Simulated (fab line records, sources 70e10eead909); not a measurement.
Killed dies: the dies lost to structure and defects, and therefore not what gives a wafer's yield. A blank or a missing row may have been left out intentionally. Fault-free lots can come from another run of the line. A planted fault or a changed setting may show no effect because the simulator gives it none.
Chamber matching / flow nandHarc / NHARC_A_CONTACT_ALD_18 on aldMetal-04: 4 sister chambers
The step deposits TiN, target thk 3 nm, pulse time 1 s, ald cycles 150. 8 wafers are shown with their chamber, then 12 later ones without.

## WAFERS, EACH WITH ITS CHAMBER
wafer=L089.1; chamber=1; heaterPowerW (W)=992; precursorPulseHeightRel=0.955
wafer=L089.4; chamber=2; heaterPowerW (W)=1183; precursorPulseHeightRel=0.996
wafer=L088.2; chamber=3; heaterPowerW (W)=975; precursorPulseHeightRel=1.039
wafer=L088.5; chamber=3; heaterPowerW (W)=973; precursorPulseHeightRel=1.000
wafer=L088.6; chamber=0; heaterPowerW (W)=883; precursorPulseHeightRel=1.027
wafer=L093.4; chamber=2; heaterPowerW (W)=1199; precursorPulseHeightRel=0.984
wafer=L093.5; chamber=0; heaterPowerW (W)=894; precursorPulseHeightRel=0.982
wafer=L093.6; chamber=1; heaterPowerW (W)=977; precursorPulseHeightRel=0.999

## WAFERS WHOSE CHAMBER IS MISSING
wafer=L094.3; heaterPowerW (W)=874; precursorPulseHeightRel=0.991
wafer=L094.5; heaterPowerW (W)=1199; precursorPulseHeightRel=0.994
wafer=L094.6; heaterPowerW (W)=981; precursorPulseHeightRel=0.943
wafer=L096.1; heaterPowerW (W)=898; precursorPulseHeightRel=1.014
wafer=L096.2; heaterPowerW (W)=1191; precursorPulseHeightRel=0.997
wafer=L096.6; heaterPowerW (W)=1201; precursorPulseHeightRel=1.003
wafer=L095.1; heaterPowerW (W)=888; precursorPulseHeightRel=1.019
wafer=L095.2; heaterPowerW (W)=998; precursorPulseHeightRel=1.015
wafer=L095.6; heaterPowerW (W)=1004; precursorPulseHeightRel=0.996
wafer=L095.3; heaterPowerW (W)=965; precursorPulseHeightRel=0.987
wafer=L095.4; heaterPowerW (W)=1206; precursorPulseHeightRel=1.007
wafer=L095.5; heaterPowerW (W)=1197; precursorPulseHeightRel=1.002

## WHICH CHAMBER EACH ONE RAN IN
wafer=L094.3; from the rows above=0; in truth=0
wafer=L094.5; from the rows above=2; in truth=2
wafer=L094.6; from the rows above=can't be placed: 1 or 3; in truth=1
wafer=L096.1; from the rows above=0; in truth=0
wafer=L096.2; from the rows above=2; in truth=2
wafer=L096.6; from the rows above=2; in truth=2
wafer=L095.1; from the rows above=0; in truth=0
wafer=L095.2; from the rows above=can't be placed: 1 or 3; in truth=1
wafer=L095.6; from the rows above=can't be placed: 1 or 3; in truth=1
wafer=L095.3; from the rows above=can't be placed: 3 or 1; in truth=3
wafer=L095.4; from the rows above=2; in truth=2
wafer=L095.5; from the rows above=2; in truth=2
8 of 12 placed correctly. Cannot be placed on the basis of these rows: 4; the candidates contain the true chamber in 4. Wrongly placed: 0.
How it was worked out, from the rows above alone: a wafer's distance from a chamber is the root of the sum, over the readings, of the square of ((its reading less the chamber's mean) divided by the reading's scatter). If the next closest chamber is less than 2 further off than the closest, the wafer can't be placed; otherwise it belongs to the closest. A chamber's mean is the mean of its shown wafers. The scatter: the root of (the sum of the squares of (reading less its chamber's mean) over the shown wafers, divided by (wafers less chambers)).
